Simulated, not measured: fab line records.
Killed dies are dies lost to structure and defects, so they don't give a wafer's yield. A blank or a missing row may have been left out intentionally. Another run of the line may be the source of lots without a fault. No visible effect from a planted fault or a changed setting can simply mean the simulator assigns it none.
fab line records	flow n5-finfet
record: lots: 24	wafers: 72	last-day: 17
route steps=1938 shown BEOL_M3@1015 BEOL_M4@1022
lots with no fault: from the same line, run without faults
start-h: the number of hours between the record's first day and the start of the first shown wafer of the lot	wait-h: time in hours since the lot's previous step	" as in the row above	L1.1+2: a single row standing in for several wafers	- no value, or no start was given	* or withheld: withheld	< > ~ a bound
route shown NAME@n: names a module that has steps shown in the file, with the first one's number in the route	usual: mean and standard deviation over wafers with no fault	same: alike in all rows	chamber/n: place in a boat	sites: readings site by site	_std_site: how widely they spread, as a standard deviation	_edge_site: inner sites' mean taken away from outer sites' mean	radius-mm: how far each site lies from the wafer's centre	mask NAME#n: copy n	behind: tool/chamber where the wafer was last shaped	hold: cause of the lot's hold/its duration in hours/its outcome	device: whichever transistor did not switch (one of n, p or np)	end of line: the same wafers' tests at the end of the route	a step given without rows: its recipe and nothing more	killed: count of dies lost to structure and defects at first sort (not the wafer's yield)	map: per-die view of a wafer (x killed, . not killed, _ where there is no die)
set.NAME: the run value of the setting; set.NAME@STEP: its run value at that earlier step	model.NAME: the simulator's own value behind a step, which no gauge read
one table for each step of the route and one row for each wafer, over a sample of lots
services: a tool's chamber out of use, with start hour (start-h, from the record's first day; less than 0 if before it), hours out, and reason
== steps ==
step: N5_BEOL_M3_PRE_CLEAN_60
recipe: gas: NH3/H2	time-s: 15	temp-c: *	rf-power-w: 300
usual: heater-power-w: 83/19
lot.wafer	tool	chamber	start-h	wait-h	heater-power-w
L075.2	cvd-co-02	0	166.68	0.0	124
L075.5	"	0	"	"	126
L075.6	"	2	"	"	69
L077.3	cvd-co-02	1	169.69	0.1	72
L077.5	"	2	"	"	69
L077.6	"	0	"	"	125
L074.1	cvd-co-01	0	169.92	0.0	67
L074.2	"	1	"	"	92
L074.3	"	2	"	"	84
L076.3	cvd-co-02	2	170.56	0.0	68
L076.4	"	2	"	"	70
L076.5	"	0	"	"	129
L078.2	cvd-co-01	2	180.04	0.0	82
L078.3	"	0	"	"	66
L078.4	"	1	"	"	91
L079.1	cvd-co-01	1	183.30	0.0	90
L079.3	"	0	"	"	67
L079.4	"	0	"	"	65
L080.2	cvd-co-02	2	192.83	0.0	69
L080.4	"	2	"	"	68
L080.6	"	1	"	"	69
L081.2	cvd-co-02	2	198.37	0.0	67
L081.5	"	1	"	"	69
L081.6	"	2	"	"	71
L082.1	cvd-co-01	1	201.10	0.0	90
L082.4	"	0	"	"	66
L082.5	"	1	"	"	93
L083.1	cvd-co-01	2	216.24	0.0	83
L083.4	"	1	"	"	89
L083.6	"	0	"	"	65
L084.1	cvd-co-01	0	225.00	0.0	63
L084.3	"	1	"	"	91
L084.4	"	1	"	"	90
L086.1	cvd-co-01	1	227.33	0.0	91
L086.2	"	2	"	"	85
L086.4	"	2	"	"	84
L085.3	cvd-co-02	2	227.49	0.0	71
L085.5	"	0	"	"	127
L085.6	"	2	"	"	71
L087.1	cvd-co-02	0	242.88	0.0	126
L087.3	"	2	"	"	72
L087.6	"	0	"	"	124
L088.1	cvd-co-01	2	251.56	0.0	83
L088.2	"	1	"	"	93
L088.4	"	1	"	"	95
L090.3	cvd-co-02	0	254.51	0.0	128
L090.4	"	2	"	"	71
L090.6	"	1	"	"	70
L092.2	cvd-co-02	0	261.87	0.0	127
L092.3	"	1	"	"	67
L092.4	"	0	"	"	128
L089.1	cvd-co-01	1	263.74	0.0	92
L089.2	"	0	"	"	67
L089.4	"	1	"	"	91
L091.2	cvd-co-02	0	269.45	0.0	128
L091.3	"	1	"	"	70
L091.5	"	2	"	"	71
L093.4	cvd-co-01	1	276.80	0.1	90
L093.5	"	2	"	"	86
L093.6	"	0	"	"	66
L095.3	cvd-co-01	1	286.41	0.0	90
L095.4	"	2	"	"	85
L095.5	"	1	"	"	95
L094.1	cvd-co-01	2	287.19	0.3	82
L094.3	"	0	"	"	66
L094.5	"	0	"	"	65
L096.3	cvd-co-01	2	291.27	0.0	84
L096.5	"	1	"	"	91
L096.6	"	2	"	"	83
L097.1	cvd-co-01	1	299.81	0.0	91
L097.3	"	0	"	"	67
L097.5	"	0	"	"	66
step: N5_BEOL_M4_THK_MEAS_01
recipe: reads: SiOC_of_BEOL_M4_ILD_DEP_00
usual: M4_ILD_THK: 79.2/1
lot.wafer	tool	chamber	start-h	wait-h	M4_ILD_THK[nm]
L075.2	film-metro-02	-	167.03	0.1	78.4
L075.5	"	-	"	"	78.2
L075.6	"	-	"	"	78.9
L077.3	film-metro-02	-	170.04	0.1	79.0
L077.5	"	-	"	"	79.1
L077.6	"	-	"	"	79.6
L074.1	film-metro-02	-	170.28	0.0	78.4
L074.2	"	-	"	"	81.1
L074.3	"	-	"	"	79.7
L076.3	film-metro-01	-	170.92	0.1	79.6
L076.4	"	-	"	"	80.5
L076.5	"	-	"	"	81.3
L078.2	film-metro-02	-	180.39	0.1	78.8
L078.3	"	-	"	"	78.9
L078.4	"	-	"	"	79.3
L079.1	film-metro-02	-	183.65	0.0	78.8
L079.3	"	-	"	"	79.5
L079.4	"	-	"	"	80.0
L080.2	film-metro-01	-	193.20	0.1	78.3
L080.4	"	-	"	"	79.2
L080.6	"	-	"	"	79.1
L081.2	film-metro-02	-	198.78	0.1	79.6
L081.5	"	-	"	"	80.4
L081.6	"	-	"	"	80.5
L082.1	film-metro-01	-	201.46	0.0	77.4
L082.4	"	-	"	"	78.3
L082.5	"	-	"	"	78.5
L083.1	film-metro-01	-	216.61	0.1	78.1
L083.4	"	-	"	"	79.7
L083.6	"	-	"	"	78.7
L084.1	film-metro-01	-	225.37	0.1	78.1
L084.3	"	-	"	"	80.5
L084.4	"	-	"	"	80.3
L086.1	film-metro-01	-	227.68	0.0	79.4
L086.2	"	-	"	"	78.8
L086.4	"	-	"	"	80.3
L085.3	film-metro-01	-	227.84	0.1	78.0
L085.5	"	-	"	"	79.8
L085.6	"	-	"	"	79.9
L087.1	film-metro-01	-	243.23	0.0	78.7
L087.3	"	-	"	"	79.9
L087.6	"	-	"	"	79.5
L088.1	film-metro-01	-	251.91	0.0	78.1
L088.2	"	-	"	"	78.1
L088.4	"	-	"	"	79.9
L090.3	film-metro-01	-	254.87	0.1	78.2
L090.4	"	-	"	"	79.3
L090.6	"	-	"	"	79.2
L092.2	film-metro-01	-	262.22	0.1	77.8
L092.3	"	-	"	"	80.7
L092.4	"	-	"	"	80.6
L089.1	film-metro-02	-	264.09	0.0	77.6
L089.2	"	-	"	"	78.2
L089.4	"	-	"	"	79.6
L091.2	film-metro-02	-	269.80	0.1	78.2
L091.3	"	-	"	"	78.8
L091.5	"	-	"	"	79.5
L093.4	film-metro-02	-	277.14	0.0	79.3
L093.5	"	-	"	"	79.5
L093.6	"	-	"	"	80.0
L095.3	film-metro-02	-	286.77	0.1	78.2
L095.4	"	-	"	"	80.0
L095.5	"	-	"	"	80.1
L094.1	film-metro-02	-	287.54	0.0	78.4
L094.3	"	-	"	"	78.3
L094.5	"	-	"	"	79.2
L096.3	film-metro-01	-	291.63	0.1	78.8
L096.5	"	-	"	"	80.3
L096.6	"	-	"	"	81.4
L097.1	film-metro-02	-	300.16	0.0	79.2
L097.3	"	-	"	"	77.7
L097.5	"	-	"	"	80.8
step: N5_BEOL_M4_ETCH_69
recipe: chemistry: CF4	target: SiARC	target-depth-a: 156	mask-material: CAR-EUV	time-s: 26	ion-energy-ev: 80	pressure-mtorr: 40	source-w: 545	bias-w: 36	Ar_flow_sccm: 100	cf4-flow-sccm: 100	ends: cleared
usual: drypump-motor-current-A: 5.9/0.34	etch-rf-on-time-s: 25.9/0.58	oes-product-au: 0.69/0.08	rf-vpp-V: 184.2/1.2	showerhead-plenum-p-Torr: 2.15/0.072	throttle-valve-pct: 15.50/0.14
lot.wafer	tool	chamber	start-h	wait-h	drypump-motor-current-A	etch-rf-on-time-s	oes-product-au	rf-hours-counter-h	rf-vpp-V	showerhead-plenum-p-Torr	throttle-valve-pct
L075.2	rie-diel-04	2	170.33	0.0	6.3	26.3	0.60	235	182.9	2.12	15.81
L075.5	"	2	"	"	6.3	26.2	0.60	-	184.1	2.11	15.82
L075.6	"	3	"	"	5.5	25.8	0.72	-	182.9	2.08	15.39
L077.3	rie-diel-03	0	172.13	0.0	5.8	25.1	0.85	1	184.6	2.11	15.34
L077.5	"	3	"	"	6.1	26.4	0.72	-	183.7	2.17	15.54
L077.6	"	0	"	"	5.8	25.3	0.84	-	184.2	2.11	15.35
L074.1	rie-diel-04	0	172.57	0.0	5.6	25.9	0.79	21	185.6	2.29	15.29
L074.2	"	3	"	"	5.5	25.7	0.71	56	183.2	2.08	15.39
L074.3	"	2	"	"	6.3	26.0	0.61	236	183.7	2.11	15.80
L076.3	rie-diel-02	0	173.36	0.0	5.9	25.5	0.76	50	183.9	2.17	15.40
L076.4	"	2	"	"	5.9	26.1	0.63	168	182.7	2.05	15.64
L076.5	"	3	"	"	6.3	27.3	0.59	-	183.8	2.21	15.40
L078.2	rie-diel-04	0	182.12	0.0	5.5	25.7	0.78	25	185.7	2.28	15.30
L078.3	"	1	"	"	5.7	26.3	0.63	177	184.0	2.22	15.54
L078.4	"	3	"	"	5.5	25.8	0.72	60	185.1	2.08	15.39
L079.1	rie-diel-03	3	186.17	0.0	6.1	26.3	0.72	65	185.7	2.16	15.54
L079.3	"	1	"	"	6.3	26.1	0.76	20	184.6	2.19	15.45
L079.4	"	1	"	"	6.3	26.4	0.75	-	185.5	2.19	15.45
L080.2	rie-diel-02	3	195.77	0.0	6.3	26.6	0.60	206	184.5	2.20	15.43
L080.4	"	0	"	"	5.9	25.1	0.76	57	185.2	2.17	15.42
L080.6	"	0	"	"	5.9	25.5	0.75	-	183.1	2.17	15.43
L081.2	rie-diel-03	0	202.22	0.0	5.7	25.0	0.80	14	184.1	2.11	15.36
L081.5	"	1	"	"	6.3	26.2	0.75	-	185.5	2.19	15.48
L081.6	"	0	"	"	5.7	25.0	0.79	-	184.7	2.11	15.36
L082.1	rie-diel-04	0	203.34	0.0	5.5	26.0	0.76	32	185.9	2.28	15.31
L082.4	"	2	"	"	6.3	25.9	0.60	-	184.0	2.11	15.83
L082.5	"	0	"	"	5.5	26.0	0.76	-	185.4	2.28	15.32
L083.1	rie-diel-02	2	220.35	0.0	5.9	25.9	0.62	183	182.8	2.04	15.68
L083.4	"	3	"	"	6.3	26.9	0.59	-	183.8	2.20	15.46
L083.6	"	3	"	"	6.3	26.8	0.59	-	185.7	2.20	15.45
L084.1	rie-diel-02	3	228.78	0.0	6.3	27.3	0.59	218	184.7	2.20	15.45
L084.3	"	2	"	"	5.9	26.0	0.62	185	183.7	2.04	15.67
L084.4	"	2	"	"	5.9	26.1	0.62	-	183.2	2.04	15.69
L086.1	rie-diel-02	2	229.61	0.0	5.9	25.9	0.62	185	182.3	2.04	15.68
L086.2	"	0	"	"	5.9	25.2	0.74	71	184.7	2.17	15.44
L086.4	"	2	"	"	5.9	25.7	0.62	-	182.4	2.04	15.65
L085.3	rie-diel-04	0	233.73	0.0	5.5	25.9	0.75	46	185.8	2.28	15.34
L085.5	"	0	"	"	5.6	25.4	0.75	-	185.0	2.28	15.35
L085.6	"	3	"	"	5.5	25.5	0.70	-	183.0	2.08	15.42
L087.1	rie-diel-02	0	244.99	0.0	5.9	25.0	0.74	79	184.3	2.16	15.48
L087.3	"	3	"	"	6.3	26.6	0.58	227	186.1	2.20	15.49
L087.6	"	0	"	"	5.9	25.0	0.73	-	183.7	2.16	15.47
L088.1	rie-diel-02	2	256.29	0.0	5.9	25.6	0.62	196	183.6	2.04	15.70
L088.2	"	1	"	"	5.6	25.0	0.82	5	186.8	2.27	15.28
L088.4	"	0	"	"	5.9	25.5	0.72	83	184.8	2.16	15.47
L090.3	rie-diel-02	0	257.54	0.0	5.9	25.2	0.72	83	183.1	2.16	15.47
L090.4	"	1	"	"	5.6	24.8	0.83	5	186.5	2.27	15.28
L090.6	"	1	"	"	5.6	24.7	0.83	-	186.5	2.27	15.30
L092.2	rie-diel-02	0	264.99	0.0	5.9	25.4	0.72	86	184.2	2.16	15.47
L092.3	"	2	"	"	5.9	25.7	0.62	200	181.1	2.04	15.72
L092.4	"	1	"	"	5.6	24.7	0.81	8	186.5	2.27	15.29
L089.1	rie-diel-03	1	266.94	0.0	6.3	26.1	0.73	44	185.6	2.18	15.49
L089.2	"	0	"	"	5.7	25.8	0.76	31	184.1	2.10	15.42
L089.4	"	3	"	"	6.1	26.6	0.68	87	184.5	2.16	15.59
L091.2	rie-diel-04	2	271.90	0.0	6.3	26.1	0.81	12	185.7	2.11	15.34
L091.3	"	3	"	"	5.5	25.7	0.68	96	182.8	2.07	15.49
L091.5	"	2	"	"	6.3	26.1	0.81	-	183.1	2.10	15.34
L093.4	rie-diel-02	0	280.37	0.0	5.9	25.7	0.71	91	183.7	2.16	15.48
L093.5	"	2	"	"	5.9	26.1	0.61	-	183.1	2.04	15.72
L093.6	"	3	"	"	6.3	27.2	0.58	-	183.5	2.19	15.51
L095.3	rie-diel-04	2	288.58	0.0	6.2	25.9	0.81	18	183.3	2.10	15.32
L095.4	"	0	"	"	5.5	25.8	0.72	71	184.0	2.27	15.38
L095.5	"	2	"	"	6.3	25.9	0.81	-	184.0	2.10	15.36
L094.1	rie-diel-03	3	292.66	0.0	6.1	26.8	0.68	97	183.1	2.15	15.61
L094.3	"	0	"	"	5.8	25.6	0.74	41	184.0	2.10	15.43
L094.5	"	2	"	"	4.8	25.5	0.76	-	184.0	2.09	15.42
L096.3	rie-diel-03	0	294.06	0.0	5.8	25.5	0.74	42	182.9	2.10	15.44
L096.5	"	0	"	"	5.7	25.8	0.74	-	183.5	2.10	15.45
L096.6	"	1	"	"	6.2	26.1	0.72	-	183.4	2.18	15.51
L097.1	rie-diel-02	3	302.87	0.0	6.3	26.9	0.57	247	184.0	2.19	15.50
L097.3	"	2	"	"	5.9	25.8	0.61	213	182.8	2.04	15.74
L097.5	"	2	"	"	5.9	25.8	0.61	-	182.1	2.04	15.73
step: N5_BEOL_M4_PRE_CLEAN_45
recipe: gas: H2/He	time-s: 30	temp-c: 250
usual: heater-power-w: 327/30
lot.wafer	tool	chamber	start-h	wait-h	heater-power-w
L075.2	pvd-sputter-02	-	171.99	0.0	296
L075.5	"	-	"	"	295
L075.6	"	-	"	"	367
L077.3	pvd-sputter-01	-	173.78	0.0	340
L077.5	"	-	"	"	336
L077.6	"	-	"	"	340
L074.1	pvd-sputter-03	-	173.92	0.0	306
L074.2	"	-	"	"	311
L074.3	"	-	"	"	311
L076.3	pvd-sputter-02	-	176.97	0.0	363
L076.4	"	-	"	"	325
L076.5	"	-	"	"	327
L078.2	pvd-sputter-01	-	189.59	0.0	337
L078.3	"	-	"	"	307
L078.4	"	-	"	"	339
L079.1	pvd-sputter-02	-	195.62	0.0	357
L079.3	"	-	"	"	294
L079.4	"	-	"	"	332
L080.2	pvd-sputter-02	-	197.12	0.0	367
L080.4	"	-	"	"	289
L080.6	"	-	"	"	369
L081.2	pvd-sputter-01	-	205.52	0.0	347
L081.5	"	-	"	"	338
L081.6	"	-	"	"	328
L082.1	pvd-sputter-02	-	213.14	0.0	355
L082.4	"	-	"	"	298
L082.5	"	-	"	"	359
L083.1	pvd-sputter-03	-	227.54	0.0	310
L083.4	"	-	"	"	413
L083.6	"	-	"	"	307
L084.1	pvd-sputter-03	-	233.83	0.0	318
L084.3	"	-	"	"	316
L084.4	"	-	"	"	414
L086.1	pvd-sputter-03	-	233.91	0.0	305
L086.2	"	-	"	"	316
L086.4	"	-	"	"	307
L085.3	pvd-sputter-01	-	240.07	0.0	337
L085.5	"	-	"	"	334
L085.6	"	-	"	"	331
L087.1	pvd-sputter-02	-	251.39	0.0	293
L087.3	"	-	"	"	363
L087.6	"	-	"	"	364
L088.1	pvd-sputter-03	-	257.80	0.0	409
L088.2	"	-	"	"	315
L088.4	"	-	"	"	304
L090.3	pvd-sputter-01	-	262.37	0.0	300
L090.4	"	-	"	"	341
L090.6	"	-	"	"	341
L092.2	pvd-sputter-02	-	270.74	0.0	293
L092.3	"	-	"	"	328
L092.4	"	-	"	"	297
L089.1	pvd-sputter-01	-	278.12	0.0	306
L089.2	"	-	"	"	326
L089.4	"	-	"	"	330
L091.2	pvd-sputter-01	-	278.20	0.0	338
L091.3	"	-	"	"	311
L091.5	"	-	"	"	344
L093.4	pvd-sputter-01	-	286.30	0.0	345
L093.5	"	-	"	"	332
L093.6	"	-	"	"	329
L095.3	pvd-sputter-01	-	294.33	0.0	335
L095.4	"	-	"	"	333
L095.5	"	-	"	"	344
L094.1	pvd-sputter-01	-	294.93	0.0	302
L094.3	"	-	"	"	335
L094.5	"	-	"	"	339
L096.3	pvd-sputter-03	-	301.69	0.0	317
L096.5	"	-	"	"	313
L096.6	"	-	"	"	302
L097.1	pvd-sputter-02	-	312.16	0.0	288
L097.3	"	-	"	"	363
L097.5	"	-	"	"	373
step: N5_BEOL_M4_SPUTTER_92
recipe: material: Cu	target-thk-a: 45	temp-c: -20	chamber-pressure-pa: 0.07	power-w: withheld	time-s: 8.29
usual: chuck-gas-flow-sccm: 1.26/0.052	chuck-sensor-temp-C: -16.2/0.49	throttle-valve-pct: 29.8/1.1
lot.wafer	tool	chamber	start-h	wait-h	chuck-gas-flow-sccm	chuck-sensor-temp-C	throttle-valve-pct
L075.2	pvd-sputter-02	-	173.93	0.1	1.21	-16.5	29.2
L075.5	"	-	"	"	1.32	-16.5	29.3
L075.6	"	-	"	"	1.30	-15.4	29.3
L077.3	pvd-sputter-02	-	175.86	0.1	1.25	-16.7	29.9
L077.5	"	-	"	"	1.31	-16.8	30.4
L077.6	"	-	"	"	1.30	-15.4	29.2
L074.1	pvd-sputter-01	-	176.20	0.1	1.20	-16.0	29.2
L074.2	"	-	"	"	1.28	-16.7	30.8
L074.3	"	-	"	"	1.22	-15.8	28.7
L076.3	pvd-sputter-02	-	178.85	0.1	1.20	-15.4	29.5
L076.4	"	-	"	"	1.23	-16.4	29.2
L076.5	"	-	"	"	1.33	-16.7	29.8
L078.2	pvd-sputter-01	-	193.41	0.1	1.23	-16.3	29.0
L078.3	"	-	"	"	1.29	-16.8	30.8
L078.4	"	-	"	"	1.21	-15.7	28.7
L079.1	pvd-sputter-03	-	197.78	0.1	1.32	-15.6	31.3
L079.3	"	-	"	"	1.25	-17.0	29.6
L079.4	"	-	"	"	1.24	-15.9	31.4
L080.2	pvd-sputter-01	-	199.04	0.1	1.16	-16.4	30.8
L080.4	"	-	"	"	1.27	-15.7	29.0
L080.6	"	-	"	"	1.17	-16.8	30.9
L081.2	pvd-sputter-01	-	207.36	0.1	1.27	-16.1	29.2
L081.5	"	-	"	"	1.24	-16.6	30.9
L081.6	"	-	"	"	1.24	-15.8	28.7
L082.1	pvd-sputter-01	-	218.08	0.1	1.26	-16.8	30.8
L082.4	"	-	"	"	1.27	-15.8	28.6
L082.5	"	-	"	"	1.32	-16.1	28.8
L083.1	pvd-sputter-03	-	229.58	0.1	1.29	-17.0	29.5
L083.4	"	-	"	"	1.32	-16.0	31.6
L083.6	"	-	"	"	1.25	-15.5	31.5
L084.1	pvd-sputter-03	-	235.74	0.1	1.25	-15.8	31.4
L084.3	"	-	"	"	1.27	-16.0	27.9
L084.4	"	-	"	"	1.26	-16.8	29.4
L086.1	pvd-sputter-02	-	236.42	0.1	1.29	-15.5	29.3
L086.2	"	-	"	"	1.17	-16.5	30.4
L086.4	"	-	"	"	1.28	-16.3	29.2
L085.3	pvd-sputter-01	-	242.07	0.1	1.35	-15.8	28.6
L085.5	"	-	"	"	1.21	-15.9	28.7
L085.6	"	-	"	"	1.22	-16.4	30.6
L087.1	pvd-sputter-03	-	253.44	0.1	1.20	-15.7	27.9
L087.3	"	-	"	"	1.22	-15.9	31.6
L087.6	"	-	"	"	1.34	-15.9	31.5
L088.1	pvd-sputter-03	-	260.34	0.1	1.19	-15.4	31.4
L088.2	"	-	"	"	1.18	-15.9	31.5
L088.4	"	-	"	"	1.19	-16.9	29.6
L090.3	pvd-sputter-02	-	264.37	0.1	1.31	-16.7	30.4
L090.4	"	-	"	"	1.29	-16.6	29.1
L090.6	"	-	"	"	1.22	-16.7	30.7
L092.2	pvd-sputter-02	-	272.72	0.1	1.36	-15.2	29.4
L092.3	"	-	"	"	1.24	-16.7	30.5
L092.4	"	-	"	"	1.34	-16.8	30.5
L089.1	pvd-sputter-01	-	280.10	0.1	1.36	-15.8	28.7
L089.2	"	-	"	"	1.25	-15.9	28.7
L089.4	"	-	"	"	1.32	-16.8	30.9
L091.2	pvd-sputter-03	-	280.40	0.1	1.23	-16.9	29.8
L091.3	"	-	"	"	1.28	-15.7	27.9
L091.5	"	-	"	"	1.25	-15.9	28.2
L093.4	pvd-sputter-01	-	288.17	0.1	1.34	-15.9	28.9
L093.5	"	-	"	"	1.27	-15.9	29.3
L093.6	"	-	"	"	1.26	-15.9	28.7
L095.3	pvd-sputter-02	-	296.20	0.1	1.17	-16.6	30.5
L095.4	"	-	"	"	1.33	-15.4	29.4
L095.5	"	-	"	"	1.25	-16.7	30.3
L094.1	pvd-sputter-03	-	297.55	0.1	1.24	-17.0	29.5
L094.3	"	-	"	"	1.29	-15.4	31.5
L094.5	"	-	"	"	1.19	-16.1	28.2
L096.3	pvd-sputter-03	-	303.56	0.1	1.29	-17.0	29.4
L096.5	"	-	"	"	1.24	-15.5	31.5
L096.6	"	-	"	"	1.21	-15.9	31.6
L097.1	pvd-sputter-02	-	315.48	0.1	1.25	-15.4	29.1
L097.3	"	-	"	"	1.28	-16.6	30.3
L097.5	"	-	"	"	1.30	-16.4	29.0
step: N5_BEOL_M4_DEP_57
recipe: material: SiCN	target-thk-a: 80	temp-c: withheld	precursor: 3MS/NH3	pressure-torr: 3	rf-w: 202	time-s: 14
usual: showerhead-plenum-p-Torr: 3.657/0.014	throttle-valve-pct: 9.0/0.4
lot.wafer	tool	chamber	start-h	wait-h	showerhead-plenum-p-Torr	throttle-valve-pct
L075.2	pecvd-03	0	175.35	0.0	3.673	9.6
L075.5	"	2	"	"	3.677	8.6
L075.6	"	0	"	"	3.674	9.4
L077.3	pecvd-03	1	177.30	0.0	3.681	9.5
L077.5	"	2	"	"	3.676	8.8
L077.6	"	0	"	"	3.673	9.4
L074.1	pecvd-03	2	177.98	0.0	3.684	8.6
L074.2	"	1	"	"	3.676	9.5
L074.3	"	0	"	"	3.667	9.2
L076.3	pecvd-01	1	180.37	0.0	3.647	9.1
L076.4	"	0	"	"	3.641	9.2
L076.5	"	2	"	"	3.653	8.8
L078.2	pecvd-01	2	195.14	0.0	3.662	8.6
L078.3	"	0	"	"	3.645	8.9
L078.4	"	2	"	"	3.644	8.9
L080.2	pecvd-01	2	200.48	0.0	3.653	8.8
L080.4	"	2	"	"	3.664	8.5
L080.6	"	0	"	"	3.623	9.0
L079.1	pecvd-01	1	200.71	0.0	3.653	9.4
L079.3	"	0	"	"	3.628	9.2
L079.4	"	1	"	"	3.653	8.7
L081.2	pecvd-04	2	208.84	0.0	3.666	8.8
L081.5	"	0	"	"	3.660	9.5
L081.6	"	1	"	"	3.660	8.5
L082.1	pecvd-04	1	219.63	0.0	3.662	8.5
L082.4	"	1	"	"	3.653	8.5
L082.5	"	0	"	"	3.662	9.7
L083.1	pecvd-01	2	231.02	0.0	3.654	8.6
L083.4	"	0	"	"	3.627	9.0
L083.6	"	1	"	"	3.656	9.4
L084.1	pecvd-04	1	237.38	0.0	3.660	8.7
L084.3	"	0	"	"	3.664	9.9
L084.4	"	1	"	"	3.664	8.4
L086.1	pecvd-01	1	237.85	0.0	3.658	9.0
L086.2	"	0	"	"	3.626	9.1
L086.4	"	2	"	"	3.660	8.7
L085.3	pecvd-04	1	243.49	0.0	3.652	8.6
L085.5	"	0	"	"	3.664	9.9
L085.6	"	2	"	"	3.668	8.5
L087.1	pecvd-01	0	254.89	0.0	3.628	9.1
L087.3	"	1	"	"	3.648	9.0
L087.6	"	2	"	"	3.650	9.0
L088.1	pecvd-04	2	261.77	0.0	3.669	8.8
L088.2	"	1	"	"	3.664	8.4
L088.4	"	0	"	"	3.662	9.6
L090.3	pecvd-01	2	265.79	0.0	3.665	8.5
L090.4	"	1	"	"	3.644	9.0
L090.6	"	0	"	"	3.639	8.9
L092.2	pecvd-04	0	274.27	0.0	3.658	9.6
L092.3	"	2	"	"	3.669	9.0
L092.4	"	2	"	"	3.668	8.8
L089.1	pecvd-04	0	281.53	0.0	3.661	9.5
L089.2	"	1	"	"	3.651	8.6
L089.4	"	1	"	"	3.660	8.3
L091.2	pecvd-04	2	281.82	0.0	3.668	8.8
L091.3	"	1	"	"	3.661	8.6
L091.5	"	1	"	"	3.663	8.5
L093.4	pecvd-04	2	289.61	0.0	3.680	9.0
L093.5	"	1	"	"	3.670	8.5
L093.6	"	0	"	"	3.667	9.8
L095.3	pecvd-01	2	297.85	0.0	3.656	8.8
L095.4	"	1	"	"	3.645	8.9
L095.5	"	2	"	"	3.650	8.6
L094.1	pecvd-01	2	298.97	0.0	3.662	9.0
L094.3	"	1	"	"	3.658	9.1
L094.5	"	1	"	"	3.652	9.1
L096.3	pecvd-04	2	304.98	0.0	3.667	8.4
L096.5	"	2	"	"	3.676	8.8
L096.6	"	1	"	"	3.656	8.6
L097.1	pecvd-01	2	316.99	0.0	3.656	9.0
L097.3	"	0	"	"	3.639	9.3
L097.5	"	2	"	"	3.649	8.4
== services ==
tool	chamber	start-h	hours	kind
pecvd-01	2	156.72	2.1	scheduled-down
cvd-co-01	-	161.67	2.8	pm
pecvd-04	-	162.33	0.7	repair
rie-diel-03	2	168.82	-	clean
pecvd-03	-	181.69	5.5	pm
cvd-co-01	-	184.46	0.6	repair
pecvd-01	1	194.67	2.1	scheduled-down
pvd-sputter-02	-	200.34	4.0	repair
rie-diel-03	-	212.07	0.1	repair
rie-diel-04	2	216.41	-	clean
rie-diel-04	2	216.41	-	consumable-replace:focus-ring
rie-diel-04	2	216.41	23.9	scheduled-down
rie-diel-04	2	216.41	23.9	vent-cycle
rie-diel-02	1	219.16	-	clean
rie-diel-02	1	219.16	-	consumable-replace:focus-ring
rie-diel-02	1	219.16	-	consumable-replace:showerhead
rie-diel-02	1	219.16	21.4	scheduled-down
rie-diel-02	1	219.16	21.4	vent-cycle
rie-diel-03	-	223.88	15.6	pm
rie-diel-04	3	238.86	7.2	repair
rie-diel-02	3	311.75	-	clean
rie-diel-02	3	311.75	-	consumable-replace:focus-ring
rie-diel-02	3	311.75	20.7	scheduled-down
rie-diel-02	3	311.75	20.7	vent-cycle
== key ==
fault none
